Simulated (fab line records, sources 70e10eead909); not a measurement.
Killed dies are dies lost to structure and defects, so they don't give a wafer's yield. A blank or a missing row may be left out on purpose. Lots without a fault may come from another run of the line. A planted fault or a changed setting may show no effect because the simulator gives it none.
Chamber matching | flow nand_harc | NHARC_A_STAIRCASE_ETCH_203 on rie_diel-04: 4 sister chambers
The step etches the open film in C4F8/O2, target depth 100 nm, time 40.5 s. 14 wafers are shown with their chamber, then 7 later ones without.

WAFERS WITH THEIR CHAMBER
wafer  | chamber | rf_vpp_V (V) | oes_product_au (a.u.) | chamber_pressure_mTorr (mTorr)
L714.2 | 0       | 901          | 0.932                 | 24.969
L714.4 | 3       | 892          | 0.952                 | 25.016
L714.6 | 2       | 906          | 0.959                 | 24.984
L715.1 | 3       | 892          | 0.953                 | 24.994
L715.4 | 0       | 899          | 0.927                 | 25.034
L715.6 | 3       | 893          | 0.950                 | 24.990
L718.2 | 0       | 900          | 0.945                 | 25.056
L718.5 | 1       | 903          | 0.956                 | 24.974
L718.6 | 0       | 900          | 0.946                 | 24.957
L720.1 | 3       | 892          | 0.934                 | 24.981
L720.4 | 1       | 902          | 0.927                 | 24.977
L720.6 | 0       | 901          | 0.917                 | 24.973
L724.1 | 3       | 892          | 0.931                 | 24.986
L724.5 | 1       | 902          | 0.930                 | 24.982

SIGNATURES (means of the wafers above)
reading                | chamber 0 | chamber 1 | chamber 2 | chamber 3 | scatter within a chamber
rf_vpp_V               | 900.20    | 902.33    | 906.00    | 892.20    | 0.653
oes_product_au         | 0.93340   | 0.93767   | 0.95900   | 0.94400   | 0.0125
chamber_pressure_mTorr | 24.99780  | 24.97767  | 24.98400  | 24.99340  | 0.0293
Rule: a wafer's distance from a chamber is the root of the sum, over the readings, of the square of ((its reading less the chamber's mean) divided by the reading's scatter). The wafer belongs to the nearest chamber; if the next one is less than 2 further off, it can't be placed. The scatter: the root of (the sum of the squares of (reading less its chamber's mean) over the shown wafers, divided by (wafers less chambers)).

WAFERS WITHOUT THEIR CHAMBER
wafer  | rf_vpp_V (V) | oes_product_au (a.u.) | chamber_pressure_mTorr (mTorr)
L724.6 | 905          | 0.945                 | 24.978
L726.2 | 893          | 0.943                 | 24.972
L726.4 | 900          | 0.918                 | 24.990
L726.6 | 902          | 0.925                 | 25.001
L735.2 | 891          | 0.946                 | 24.967
L735.4 | 905          | 0.957                 | 25.000
L735.5 | 892          | 0.944                 | 25.038

WHICH CHAMBER EACH WENT THROUGH
wafer  | from the rows above     | in truth
L724.6 | 2                       | 2
L726.2 | 3                       | 3
L726.4 | 0                       | 0
L726.6 | can't be placed: 1 or 0 | 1
L735.2 | 3                       | 3
L735.4 | 2                       | 2
L735.5 | 3                       | 3
Placed correctly: 6 of 7. Can't be placed from these rows: 1 (the true chamber is among the candidates in 1). Placed wrongly: 0.
